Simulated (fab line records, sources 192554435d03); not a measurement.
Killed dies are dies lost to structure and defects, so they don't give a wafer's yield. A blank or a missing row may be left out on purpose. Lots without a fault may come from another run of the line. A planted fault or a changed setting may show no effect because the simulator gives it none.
Chamber matching | flow n5_finfet | N5_BEOL_M0_CVD_115 on cvd_co-01: 3 sister chambers
The step deposits Co from CCTBA/H2, time 120 s. 3 wafers are shown with their chamber, then 9 later ones without.

WAFERS WITH THEIR CHAMBER
wafer  | chamber | run_length_s (s)
L654.5 | 1       | 143.2
L658.4 | 0       | 142.1
L658.5 | 2       | 143.0

WAFERS WITHOUT THEIR CHAMBER
wafer  | run_length_s (s)
L662.1 | 143.1
L662.5 | 142.0
L662.6 | 142.7
L664.1 | 142.4
L664.2 | 141.7
L664.6 | 143.6
L670.1 | 142.9
L670.3 | 142.3
L670.5 | 142.4

WHICH CHAMBER EACH WENT THROUGH
wafer  | from the rows above          | in truth
L662.1 | can't be placed: 1 or 2      | 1
L662.5 | 0                            | 0
L662.6 | can't be placed: 2 or 1 or 0 | 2
L664.1 | can't be placed: 0 or 2 or 1 | 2
L664.2 | 0                            | 0
L664.6 | can't be placed: 1 or 2      | 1
L670.1 | can't be placed: 2 or 1      | 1
L670.3 | can't be placed: 0 or 2      | 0
L670.5 | can't be placed: 0 or 2 or 1 | 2
Placed correctly: 2 of 9. Can't be placed from these rows: 7 (the true chamber is among the candidates in 7). Placed wrongly: 0.
How it was worked out, from the rows above alone: a wafer's distance from a chamber is the root of the sum, over the readings, of the square of ((its reading less the chamber's mean) divided by the reading's scatter). The wafer belongs to the nearest chamber; if the next one is less than 2 further off, it can't be placed. A chamber's mean is the mean of its shown wafers. The scatter: with one shown wafer a chamber, the root of the mean of the squares of how far each hidden wafer lies from its nearest shown one.
